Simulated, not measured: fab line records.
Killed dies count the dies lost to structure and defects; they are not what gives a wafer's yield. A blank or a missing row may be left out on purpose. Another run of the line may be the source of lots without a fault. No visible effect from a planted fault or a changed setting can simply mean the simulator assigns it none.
Struck lot and sound lot, side by side | flow n5Finfet | 26 out of 1938 route steps
Sound: these wafers, L695.1, L695.5. Struck: wafers L692.1, L692.3, L692.6. At the end, the cause is stated.
At each step with rows: each side's tool, then ch and its chambers, then its first start. Under that, the readings that differ: sound wafers | struck wafers | difference of the means | sigmas: that difference in standard deviations of wafers without a fault.
alike: words and numbers the same on both sides, and readings whose means are apart by under 2 such deviations; not compared: readings that were withheld, readings missing a value for some wafer, numbers with overlapping values and no deviation given by the record, and bounds like >300 which may hide the same value.
The two part at a step that has a row with sigmas, a row that says differs or no value, or rows on one side only. Numbers that have no deviation but don't overlap get no sigmas and don't part them. A reading that every wafer of one side lacks parts them only if that side has two wafers or more.

first, 9 steps without rows for these wafers: N5_BEOL_M15_EBR_06; N5_BEOL_M15_SOFTBAKE_05 (time 60 s); N5_BEOL_M15_EXPOSE_07 (exposes mask V14); N5_BEOL_M15_PEB_08 (peb time 90 s); N5_BEOL_M15_DEVELOP_09 (develop time 45 s); N5_BEOL_M15_HARDBAKE_14 (time 120 s); N5_BEOL_M15_DESCUM_15 (chemistry O2, time 7.9 s); N5_BEOL_M15_ETCH_59 (etches BARC in N2/H2, target depth 89 nm, overetch 26.7 nm, time 67.9 s); N5_BEOL_M15_VIA_ETCH_16 (etches SiO2 in C4F8/O2/Ar, target depth 1792.2 nm).
N5_BEOL_M15_STRIP_63: strips in O2.
  sound on rieDiel-06 ch 0,1, day 17 07:00; struck on rieDiel-03 ch 2,3, day 15 02:00
  alike: drypumpMotorCurrentA, oesProductAu, rfVppV, showerheadPlenumPTorr, throttleValvePct
  not compared: rfHoursCounterH
then, 13 steps without rows for these wafers: N5_BEOL_M15_STRIP_64 (strips in O2); N5_BEOL_M15_STRIP_65 (strips in post etch residue remover, time 60 s); N5_BEOL_M15_SRD_66 (time 30 s, dry time 30 s); N5_BEOL_M15_COAT_56 (time 60 s, resist thk 550 nm); N5_BEOL_M15_ETCH_57 (etches SOC in N2/H2, time 750 s); N5_BEOL_M15_COAT_60 (time 60 s, resist thk 89 nm); N5_BEOL_M15_COAT_22 (resist thk 800 nm); N5_BEOL_M15_EBR_24; N5_BEOL_M15_SOFTBAKE_23 (time 60 s); N5_BEOL_M15_EXPOSE_25 (exposes mask M15, target cd 400 nm); N5_BEOL_M15_PEB_26 (peb time 90 s); N5_BEOL_M15_DEVELOP_27 (develop time 45 s); N5_BEOL_M15_HARDBAKE_32 (time 120 s).
N5_BEOL_M15_INSPECT_30: inspects for defects (macro).
  sound on defectInspect-02, day 17 08:16; struck on defectInspect-01, day 15 03:31
reading        | sound | struck         | difference | sigmas
rawDefectCount | 1 1   | >300 >300 >300 | differs    | 
then, 1 step without rows for these wafers: N5_BEOL_M15_DESCUM_33 (chemistry O2, time 7.9 s).
N5_PASSIVATION_PROBE_49:
  sound on prober-02, day 17 23:47; struck on prober-02, day 15 21:04
reading                 | sound     | struck         | difference | sigmas
defectLimitedYield (%)  | 91.9 93.2 | 81.6 85.9 80.8 | -9.8       | -6
killed_at_M4_up         | 11 7      | 149 88 144     | +118       | +22
killedDies              | 96 80     | 217 166 227    | +115       | +6
sort_bin_5_function (%) | 4.7 3.6   | 10.8 9.3 12.6  | +6.8       | +7
sortNPass               | 1084 1100 | 963 1014 953   | -115       | -6
sortYieldPct (%)        | 91.9 93.2 | 81.6 85.9 80.8 | -9.8       | -6
  alike: killed_at_M0_to_M3, killedAtContacts, killedAtFrontEnd, killedAtOther, killedOpen, killedShort, sort_bin_6_memory

== WHERE THEY PART ==
At N5_BEOL_M15_INSPECT_30 first; at N5_PASSIVATION_PROBE_49 last (within this record only).

WHY: whatever the simulator had introduced
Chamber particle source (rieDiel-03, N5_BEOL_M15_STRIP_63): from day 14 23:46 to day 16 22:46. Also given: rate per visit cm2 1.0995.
